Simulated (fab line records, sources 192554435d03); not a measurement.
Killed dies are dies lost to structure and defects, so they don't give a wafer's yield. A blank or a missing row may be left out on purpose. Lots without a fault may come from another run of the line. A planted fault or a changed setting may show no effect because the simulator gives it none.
fab line records | flow n5_finfet
record lots=11 wafers=33 last_day=17
route steps=1938 shown MIM_BOT_LITHO@1863 TV_OPEN@1890 PAD_METAL@1896 PASSIVATION@1907
lots that met no fault: from a run of the same line without faults
start_h: hours from the record's first day to the start of the lot's first wafer shown | wait_h: hours since the lot's step before | " the same as in the row above | L1.1+2: a row that stands for several wafers | - no value, or no start given | * or withheld: withheld | < > ~ a bound
route shown NAME@n: a module of which the file shows steps, and the number in the route of the first | usual: mean/standard deviation of fault-free wafers | same: alike in all rows | chamber/n: place in a boat | sites: the reading at each site | _std_site: their standard deviation | _edge_site: outer sites' mean less inner sites' | radius_mm: how far each site lies from the wafer's centre | mask NAME#n: copy n | behind: the tool/chamber that last shaped the wafer | hold: why the lot was held/for how many hours/how that ended | device: the transistor (n, p or np) that didn't switch | end of line: the same wafers' tests at the end of the route | a step without rows: its recipe alone | killed: dies lost to structure and defects at the first sort, not the wafer's yield | map: a wafer's dies, x killed, . not, _ none there
set.NAME: the setting as run; set.NAME@STEP: as run at that earlier step | model.NAME: the simulator's own value behind a step, which no gauge read
steps of the route over a sample of lots; a table a step, a row a wafer
services: from which hour (start_h, from the record's first day; less than 0 if before it) a tool's chamber was out of use, for how many hours, and why
## steps
# step N5_MIM_BOT_LITHO_OVL_MEAS_11
# recipe points_per_wafer=44
# usual MIM_BOT_OVL=0/5.3
# columns lot.wafer tool chamber start_h wait_h MIM_BOT_OVL[nm]
L295.2 overlay-02 0 265.70 0.0 0
L295.5 " 0 " " -2
L295.6 " 0 " " -2
L298.1 overlay-02 0 268.80 0.0 -10
L298.3 " 0 " " 1
L298.5 " 0 " " -8
L301.1 overlay-02 0 293.93 0.0 3
L301.3 " 0 " " 4
L301.6 " 0 " " 9
L304.1 overlay-02 0 304.47 0.0 6
L304.2 " 0 " " 1
L304.4 " 0 " " 2
L303.1 overlay-02 0 304.66 0.0 8
L303.4 " 0 " " 3
L303.6 " 0 " " 6
L308.2 overlay-01 0 337.05 0.0 -2
L308.5 " 0 " " 5
L308.6 " 0 " " -5
L312.4 overlay-01 0 352.49 0.0 -6
L312.5 " 0 " " -5
L312.6 " 0 " " 2
L313.1 overlay-02 0 364.99 0.0 -2
L313.4 " 0 " " -4
L313.6 " 0 " " -6
L314.1 overlay-01 0 380.95 0.0 -2
L314.4 " 0 " " -6
L314.5 " 0 " " 3
L317.2 overlay-01 0 395.00 0.0 -3
L317.3 " 0 " " 6
L317.6 " 0 " " 0
L318.1 overlay-01 0 395.44 0.0 -4
L318.4 " 0 " " 3
L318.5 " 0 " " 4
# step N5_MIM_BOT_LITHO_INSPECT_12
# recipe mode=adi inspect_instrument=macro
# usual raw_defect_count=2.1/1.4
# columns lot.wafer tool chamber start_h wait_h raw_defect_count
L295.2 defect_inspect-02 - 265.72 0.0 0
L295.5 " - " " 3
L295.6 " - " " 0
L298.1 defect_inspect-01 - 268.83 0.0 3
L298.3 " - " " 3
L298.5 " - " " 5
L301.1 defect_inspect-02 - 293.96 0.0 2
L301.3 " - " " 4
L301.6 " - " " 4
L304.1 defect_inspect-02 - 304.50 0.0 1
L304.2 " - " " 4
L304.4 " - " " 4
L303.1 defect_inspect-02 - 304.69 0.0 4
L303.4 " - " " 2
L303.6 " - " " 0
L308.2 defect_inspect-02 - 337.08 0.0 1
L308.5 " - " " 1
L308.6 " - " " 1
L312.4 defect_inspect-01 - 352.51 0.0 0
L312.5 " - " " 3
L312.6 " - " " 5
L313.1 defect_inspect-02 - 365.01 0.0 2
L313.4 " - " " 2
L313.6 " - " " 2
L314.1 defect_inspect-01 - 380.98 0.0 3
L314.4 " - " " 2
L314.5 " - " " 1
L317.2 defect_inspect-02 - 395.03 0.0 2
L317.3 " - " " 2
L317.6 " - " " 1
L318.1 defect_inspect-01 - 395.47 0.0 4
L318.4 " - " " 4
L318.5 " - " " 3
# step N5_PASSIVATION_ETCH_15
# recipe chemistry=CF4/N2 target=SiCN target_depth_a=750 taper_deg=2 time_s=81.2 ion_energy_ev=150 mask_material=SiNx pressure_mtorr=40 source_w=430 bias_w=70 Ar_flow_sccm=100 cf4_flow_sccm=60 n2_flow_sccm=60
# usual drypump_motor_current_A=5.6/0.62 oes_product_au=0.78/0.09 rf_fwd_power_W=427.8/1.7 rf_vpp_V=381.5/2.3 showerhead_plenum_p_Torr=2.18/0.088 throttle_valve_pct=15.41/0.2
# columns lot.wafer tool chamber start_h wait_h drypump_motor_current_A oes_product_au rf_fwd_power_W rf_hours_counter_h rf_vpp_V showerhead_plenum_p_Torr throttle_valve_pct
L295.2 rie_diel-05 1 - - 6.0 0.91 428.8 19 380.7 2.16 15.29
L295.5 " 3 " " 6.8 0.75 428.1 - 379.2 2.12 15.56
L295.6 " 2 " " 6.2 0.69 426.8 - 379.9 2.10 15.62
L298.1 rie_diel-03 2 - - 5.2 0.72 427.1 176 382.6 2.28 15.41
L298.3 " 3 " " 5.2 0.75 429.8 154 378.5 2.04 15.34
L298.5 " 3 " " 5.2 0.75 427.5 - 376.3 2.04 15.35
L301.1 rie_diel-03 2 - - 5.1 0.72 427.8 186 385.0 2.28 15.41
L301.3 " 3 " " 5.3 0.74 427.3 164 377.6 2.04 15.36
L301.6 " 2 " " 5.2 0.72 429.6 - 383.9 2.28 15.43
L304.1 rie_diel-01 3 - - 4.9 0.89 426.3 38 382.9 2.25 15.11
L304.2 " 2 " " 6.3 0.72 428.7 218 384.0 2.27 15.84
L304.4 " 1 " " 5.8 0.85 429.2 76 384.8 2.32 15.28
L303.1 rie_diel-05 1 - - 6.0 0.90 428.4 32 381.6 2.16 15.32
L303.4 " 0 " " 4.7 0.82 426.7 79 380.3 2.14 15.31
L303.6 " 3 " " 6.8 0.75 426.1 - 380.0 2.11 15.59
L308.2 rie_diel-05 0 - - 4.7 0.82 426.2 87 381.2 2.14 15.31
L308.5 " 0 " " 4.7 0.82 427.5 - 379.8 2.14 15.32
L308.6 " 1 " " 6.0 0.88 428.4 - 379.5 2.16 15.34
L312.4 rie_diel-03 3 - - 5.2 0.72 426.8 182 378.0 2.03 15.41
L312.5 " 3 " " 5.2 0.72 428.8 - 379.0 2.03 15.41
L312.6 " 2 " " 5.1 0.72 427.1 - 384.5 2.27 15.44
L313.1 rie_diel-05 2 - - 6.2 0.67 428.2 231 381.2 2.09 15.69
L313.4 " 0 " " 4.7 0.81 426.6 94 382.9 2.14 15.33
L313.6 " 3 " " 6.8 0.73 425.7 - 379.6 2.11 15.62
L314.1 rie_diel-03 1 - - 5.4 0.70 430.0 237 384.2 2.26 15.45
L314.4 " 2 " " 5.1 0.70 426.4 - 384.2 2.27 15.48
L314.5 " 3 " " 5.2 0.71 426.7 - 377.5 2.03 15.43
L317.2 rie_diel-05 1 - - 6.0 0.85 429.3 57 380.1 2.15 15.37
L317.3 " 3 " " 6.8 0.72 427.6 211 378.5 2.10 15.64
L317.6 " 3 " " 6.8 0.72 424.4 - 378.9 2.10 15.63
L318.1 rie_diel-03 0 - - 5.4 0.90 429.6 33 382.9 2.24 15.05
L318.4 " 3 " " 5.2 0.70 428.0 - 377.1 2.02 15.44
L318.5 " 1 " " 5.5 0.69 428.8 - 383.7 2.26 15.46
# step N5_PASSIVATION_AL_DEP_21
# recipe material=Al target_thk_a=28000 temp_c=400 time_s=170 power_w=30000 chamber_pressure_pa=0.4 gas=Ar
# usual throttle_valve_pct=29.8/1.3
# columns lot.wafer tool chamber start_h wait_h throttle_valve_pct
L295.2 pvd_sputter-01 - 269.36 0.1 31.4
L295.5 " - " " 31.2
L295.6 " - " " 28.4
L298.1 pvd_sputter-01 - 273.19 0.1 29.3
L298.3 " - " " 30.0
L298.5 " - " " 31.3
L301.1 pvd_sputter-03 - 298.11 0.1 32.1
L301.3 " - " " 29.8
L301.6 " - " " 32.1
L304.1 pvd_sputter-01 - 309.30 0.1 28.6
L304.2 " - " " 29.0
L304.4 " - " " 31.2
L303.1 pvd_sputter-02 - 309.42 0.1 29.8
L303.4 " - " " 27.8
L303.6 " - " " 29.6
L308.2 pvd_sputter-01 - 339.88 0.1 28.0
L308.5 " - " " 28.4
L308.6 " - " " 30.5
L312.4 pvd_sputter-03 - 356.77 0.1 27.9
L312.5 " - " " 29.8
L312.6 " - " " 32.0
L313.1 pvd_sputter-03 - 367.85 0.1 31.2
L313.4 " - " " 29.8
L313.6 " - " " 29.6
L314.1 pvd_sputter-02 - 384.00 0.1 28.0
L314.4 " - " " 29.8
L314.5 " - " " 29.8
L317.2 pvd_sputter-03 - 397.77 0.1 29.7
L317.3 " - " " 27.9
L317.6 " - " " 31.4
L318.1 pvd_sputter-01 - 397.85 0.1 29.2
L318.4 " - " " 30.5
L318.5 " - " " 31.3
# step N5_PASSIVATION_INSPECT_64
# recipe mode=adi inspect_instrument=macro
# usual raw_defect_count=2.0/1.4
# columns lot.wafer tool chamber start_h wait_h raw_defect_count
L295.2 defect_inspect-01 - 270.01 0.0 1
L295.5 " - " " 1
L295.6 " - " " 1
L298.1 defect_inspect-01 - 273.72 0.0 0
L298.3 " - " " 0
L298.5 " - " " 3
L301.1 defect_inspect-02 - 298.64 0.0 0
L301.3 " - " " 1
L301.6 " - " " 3
L304.1 defect_inspect-02 - 309.95 0.0 >300
L304.2 " - " " >300
L304.4 " - " " >300
L303.1 defect_inspect-02 - 310.11 0.0 2
L303.4 " - " " 3
L303.6 " - " " 2
L308.2 defect_inspect-02 - 340.53 0.0 >300
L308.5 " - " " >300
L308.6 " - " " >300
L312.4 defect_inspect-02 - 357.30 0.0 2
L312.5 " - " " 0
L312.6 " - " " 2
L313.1 defect_inspect-01 - 368.49 0.0 2
L313.4 " - " " 3
L313.6 " - " " 2
L314.1 defect_inspect-02 - 384.65 0.0 2
L314.4 " - " " 3
L314.5 " - " " 2
L317.2 defect_inspect-01 - 398.42 0.0 1
L317.3 " - " " 1
L317.6 " - " " 2
L318.1 defect_inspect-01 - 398.58 0.0 3
L318.4 " - " " 3
L318.5 " - " " 5
# step N5_PASSIVATION_PROBE_49
# usual defect_limited_yield=91.1/1.3 killed_at_M0_to_M3=36/10 killed_at_M4_up=14/4.4 killed_at_contacts=14/5.7 killed_at_front_end=39/9.4 killed_at_other=2.9/2.6 killed_dies=105/15 killed_on_rim=14/3.5 killed_open=70/12 killed_short=34/7.1 sort_bin_5_function=5.3/0.77 sort_bin_6_memory=3.3/0.66 sort_n_pass=1075/15 sort_yield_pct=91.1/1.3
# same gross_dies=1180 killed_at_back_side=0 sort_bin_4_leakage[%]=0 sort_bin_8_speed[%]=0
# columns lot.wafer tool chamber start_h wait_h defect_limited_yield[%] killed_at_M0_to_M3 killed_at_M4_up killed_at_contacts killed_at_front_end killed_at_other killed_dies killed_on_rim killed_open killed_short sort_bin_5_function[%] sort_bin_6_memory[%] sort_n_pass sort_yield_pct[%]
L295.2 prober-02 - 274.92 0.1 91.7 24 11 19 37 7 98 16 62 36 4.6 3.1 1082 91.7
L295.5 prober-02 - 275.07 0.2 92.3 38 12 18 20 3 91 10 62 28 4.4 2.9 1089 92.3
L295.6 prober-02 - 275.12 0.3 92.1 26 18 8 39 2 93 12 64 29 5.3 2.4 1087 92.1
L301.1 prober-02 - 303.57 0.0 89.2 62 12 16 33 4 127 15 81 45 5.8 4.6 1053 89.2
L301.3 prober-02 - 303.67 0.1 88.8 38 16 16 52 10 132 18 78 52 6.0 4.7 1048 88.8
L301.6 prober-02 - 303.82 0.3 90.8 50 11 19 26 3 109 6 66 42 5.4 3.7 1071 90.8
L304.1 prober-02 - 315.24 0.0 86.4 33 14 9 43 62 161 29 63 41 7.9 3.6 1019 86.4
L304.2 prober-02 - 315.29 0.1 85.3 39 13 7 33 82 174 35 64 28 9.3 3.2 1006 85.3
L304.4 prober-02 - 315.39 0.2 81.9 34 11 13 26 130 214 26 49 37 11.0 3.4 966 81.9
L303.1 prober-02 - 316.88 0.0 91.0 27 12 20 40 7 106 8 74 29 4.8 3.7 1074 91.0
L303.4 prober-02 - 317.03 0.2 90.4 36 15 7 52 3 113 20 80 30 5.3 4.0 1067 90.4
L303.6 prober-02 - 317.13 0.3 91.5 24 8 12 49 7 100 18 71 29 5.3 3.1 1080 91.5
L308.2 prober-01 - 345.69 0.1 86.9 40 11 11 27 66 155 30 65 31 7.4 3.9 1025 86.9
L308.5 prober-01 - 345.84 0.2 84.8 47 13 16 32 71 179 37 75 36 9.4 3.8 1001 84.8
L308.6 prober-01 - 345.89 0.3 79.3 37 11 8 30 158 244 10 56 32 12.7 3.6 936 79.3
L312.4 prober-02 - 362.90 0.2 90.6 37 15 17 37 5 111 14 80 30 5.7 3.6 1069 90.6
L312.5 prober-02 - 362.95 0.2 91.4 19 18 6 57 2 102 14 61 35 4.7 3.2 1078 91.4
L312.6 prober-02 - 363.00 0.3 93.1 13 16 12 40 1 82 9 46 34 4.0 2.4 1098 93.1
L317.2 prober-02 - 403.46 0.1 93.8 23 14 8 28 0 73 12 50 23 4.4 1.5 1107 93.8
L317.3 prober-02 - 403.51 0.1 92.0 29 17 15 32 1 94 14 62 30 4.5 3.1 1086 92.0
L317.6 prober-02 - 403.66 0.3 91.9 20 17 18 37 3 95 13 66 23 4.9 2.5 1085 91.9
# killed by level:class
L295.2 MOL_CONTACT_COAG:geometric_particle:open=15 BEOL_M0_SAQP:geometric_particle:open=11 FIN_SAQP:geometric_particle:short=9 STI_FIN_REVEAL:geometric_particle:open=6 BEOL_M3:geometric_particle:open=5 MOL_CONTACT_COAG:geometric_particle:short=4 STARTING-WAFER:geometric_particle:open=4 STARTING-WAFER:geometric_particle:short=4
L295.5 MOL_CONTACT_COAG:geometric_particle:open=13 BEOL_M2:geometric_particle:open=9 BEOL_M0_SAQP:geometric_particle:short=6 BEOL_M1:geometric_particle:open=6 BEOL_M4:geometric_particle:open=6 BEOL_M3:geometric_particle:open=5 MOL_CONTACT_COAG:geometric_particle:short=5 BEOL_M0_SAQP:geometric_particle:open=5
L295.6 BEOL_M4:geometric_particle:open=11 MOL_CONTACT_COAG:geometric_particle:open=8 BEOL_M2:geometric_particle:open=8 STI_FIN_REVEAL:geometric_particle:open=7 BEOL_M3:geometric_particle:open=7 DUMMY_GATE:geometric_particle:open=6 GATE_CUT:geometric_particle:short=6 FIN_SAQP:geometric_particle:open=5
L301.1 BEOL_M0_SAQP:geometric_particle:open=20 BEOL_M0_SAQP:geometric_particle:short=19 MOL_CONTACT_COAG:geometric_particle:open=15 BEOL_M2:geometric_particle:open=10 FIN_SAQP:geometric_particle:short=7 STI_FIN_REVEAL:geometric_particle:open=6 FIN_SAQP:geometric_particle:open=5 BEOL_M3:geometric_particle:open=5
L301.3 BEOL_M0_SAQP:geometric_particle:short=14 MOL_CONTACT_COAG:geometric_particle:open=13 FIN_SAQP:geometric_particle:short=12 STI_FIN_REVEAL:geometric_particle:open=12 BEOL_M0_SAQP:geometric_particle:open=11 BEOL_M4:geometric_particle:open=8 FIN_SAQP:geometric_particle:open=6 BEOL_M2:geometric_particle:open=6
L301.6 BEOL_M0_SAQP:geometric_particle:short=19 MOL_CONTACT_COAG:geometric_particle:open=12 STI_FIN_REVEAL:geometric_particle:open=8 BEOL_M2:geometric_particle:open=8 MOL_CONTACT_COAG:geometric_particle:short=7 BEOL_M0_SAQP:geometric_particle:open=7 BEOL_M1:geometric_particle:open=6 BEOL_M4:geometric_particle:open=6
L304.1 PAD_METAL:unspecified=56 FIN_SAQP:geometric_particle:short=12 BEOL_M4:geometric_particle:open=10 STI_FIN_REVEAL:geometric_particle:open=9 GATE_CUT:geometric_particle:short=7 BEOL_M0_SAQP:geometric_particle:open=7 MOL_CONTACT_COAG:geometric_particle:open=6 BEOL_M0_SAQP:geometric_particle:short=6
L304.2 PAD_METAL:unspecified=82 BEOL_M0_SAQP:geometric_particle:short=11 BEOL_M0_SAQP:geometric_particle:open=10 BEOL_M4:geometric_particle:open=7 BEOL_M3:geometric_particle:open=7 STI_FIN_REVEAL:geometric_particle:open=6 FIN_SAQP:geometric_particle:open=5 MOL_CONTACT_COAG:geometric_particle:open=5
L304.4 PAD_METAL:unspecified=127 FIN_SAQP:geometric_particle:short=10 MOL_CONTACT_COAG:geometric_particle:open=10 BEOL_M3:geometric_particle:open=7 BEOL_M0_SAQP:geometric_particle:short=6 BEOL_M0_SAQP:geometric_particle:open=5 BEOL_M4:geometric_particle:open=5 GATE_CUT:geometric_particle:short=4
L303.1 MOL_CONTACT_COAG:geometric_particle:open=16 STI_FIN_REVEAL:geometric_particle:open=12 BEOL_M0:geometric_particle:open=8 BEOL_M4:geometric_particle:open=6 FIN_SAQP:geometric_particle:short=5 FIN_SAQP:geometric_particle:open=4 MOL_CONTACT_COAG:geometric_particle:short=4 BEOL_M2:geometric_particle:open=4
L303.4 STI_FIN_REVEAL:geometric_particle:open=18 FIN_SAQP:geometric_particle:open=9 BEOL_M3:geometric_particle:open=8 FIN_SAQP:geometric_particle:short=7 BEOL_M0_SAQP:geometric_particle:open=7 MOL_CONTACT_COAG:geometric_particle:open=6 BEOL_M1:geometric_particle:open=5 BEOL_M4:geometric_particle:open=5
L303.6 STI_FIN_REVEAL:geometric_particle:open=12 MOL_CONTACT_COAG:geometric_particle:open=8 FIN_SAQP:geometric_particle:open=7 BEOL_M0_SAQP:geometric_particle:short=6 BEOL_M3:geometric_particle:open=6 FIN_SAQP:geometric_particle:short=5 DUMMY_GATE:geometric_particle:open=5 BEOL_M4:geometric_particle:open=5
L308.2 PAD_METAL:unspecified=59 MOL_CONTACT_COAG:geometric_particle:open=9 BEOL_M4:geometric_particle:open=8 STI_FIN_REVEAL:geometric_particle:open=7 BEOL_M0_SAQP:geometric_particle:open=7 BEOL_M3:geometric_particle:open=7 BEOL_M2:geometric_particle:open=6 BEOL_M3:geometric_particle:short=6
L308.5 PAD_METAL:unspecified=66 BEOL_M2:geometric_particle:open=12 MOL_CONTACT_COAG:geometric_particle:open=11 BEOL_M3:geometric_particle:open=9 BEOL_M0_SAQP:geometric_particle:short=8 BEOL_M0_SAQP:geometric_particle:open=7 STI_FIN_REVEAL:geometric_particle:open=6 DUMMY_GATE:geometric_particle:open=5
L308.6 PAD_METAL:unspecified=156 BEOL_M3:geometric_particle:open=13 STI_FIN_REVEAL:geometric_particle:open=9 BEOL_M4:geometric_particle:open=7 MOL_CONTACT_COAG:geometric_particle:open=6 BEOL_M1:geometric_particle:open=5 BEOL_M2:geometric_particle:short=5 DUMMY_GATE:geometric_particle:open=4
L312.4 MOL_CONTACT_COAG:geometric_particle:open=14 BEOL_M0_SAQP:geometric_particle:short=9 BEOL_M4:geometric_particle:open=9 BEOL_M0_SAQP:geometric_particle:open=9 DUMMY_GATE:geometric_particle:open=8 STI_FIN_REVEAL:geometric_particle:open=8 GATE_CUT:geometric_particle:short=8 GATE_CUT:geometric_particle:open=5
L312.5 FIN_SAQP:geometric_particle:short=14 FIN_SAQP:geometric_particle:open=12 BEOL_M4:geometric_particle:open=10 STI_FIN_REVEAL:geometric_particle:open=7 DUMMY_GATE:geometric_particle:open=6 BEOL_M1:geometric_particle:open=3 GATE_CUT:geometric_particle:short=3 MOL_CONTACT_COAG:geometric_particle:short=3
L312.6 FIN_SAQP:geometric_particle:short=9 BEOL_M4:geometric_particle:open=9 STI_FIN_REVEAL:geometric_particle:open=8 MOL_CONTACT_COAG:geometric_particle:open=7 FIN_SAQP:geometric_particle:open=6 MOL_CONTACT_COAG:geometric_particle:short=5 STARTING-WAFER:geometric_particle:short=4 STI_FIN_REVEAL:geometric_particle:short=3
L317.2 FIN_SAQP:geometric_particle:short=9 BEOL_M4:geometric_particle:open=8 STI_FIN_REVEAL:geometric_particle:open=7 MOL_CONTACT_COAG:geometric_particle:open=7 BEOL_M0_SAQP:geometric_particle:open=7 FIN_SAQP:geometric_particle:open=6 BEOL_M0_SAQP:geometric_particle:short=6 BEOL_M1:geometric_particle:open=4
L317.3 MOL_CONTACT_COAG:geometric_particle:open=13 BEOL_M2:geometric_particle:open=7 FIN_SAQP:geometric_particle:short=6 BEOL_M0_SAQP:geometric_particle:open=6 BEOL_M4:geometric_particle:open=6 FIN_SAQP:geometric_particle:open=5 STI_FIN_REVEAL:geometric_particle:open=5 BEOL_M0_SAQP:geometric_particle:short=4
L317.6 MOL_CONTACT_COAG:geometric_particle:open=15 BEOL_M4:geometric_particle:open=9 FIN_SAQP:geometric_particle:open=6 STI_FIN_REVEAL:geometric_particle:open=6 BEOL_M2:geometric_particle:open=6 DUMMY_GATE:geometric_particle:open=5 BEOL_M1:geometric_particle:open=4 FIN_SAQP:geometric_particle:short=3
## services
# columns tool chamber start_h hours kind
rie_diel-01 2 247.19 13.3 repair
rie_diel-03 2 251.67 11.3 repair
rie_diel-03 0 263.00 - clean
rie_diel-03 0 263.00 - consumable_replace:focus_ring
rie_diel-03 0 263.00 18.7 scheduled_down
rie_diel-03 0 263.00 18.7 vent_cycle
rie_diel-01 2 276.08 10.4 repair
rie_diel-03 1 291.76 7.9 repair
pvd_sputter-01 - 347.55 1.5 repair
rie_diel-03 2 364.20 1.3 repair
rie_diel-03 0 374.44 14.3 repair
rie_diel-03 2 387.99 4.9 repair
rie_diel-03 2 395.43 6.0 repair
## key
first_sign step=N5_PASSIVATION_INSPECT_64 reading=raw_defect_count direction=up sigmas=99+ usual=2.0 struck=>300
effect step=N5_PASSIVATION_PROBE_49 reading=killed_at_other direction=up sigmas=35 usual=2.9 struck=94.8
more_kills_born_at N5_PASSIVATION_AL_DEP_21@pvd_sputter-01=546
met_at N5_PASSIVATION_AL_DEP_21
struck_lots L304,L308
not_acting_at N5_MIM_BOT_LITHO_OVL_MEAS_11,N5_MIM_BOT_LITHO_INSPECT_12,N5_PASSIVATION_ETCH_15
onset_between 273.19 309.30
fault kind=chamber_particle_source tool=pvd_sputter-01 chamber=- onset_h=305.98 steps=N5_PASSIVATION_AL_DEP_21 rate_per_visit_cm2=1.6746 end_h=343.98
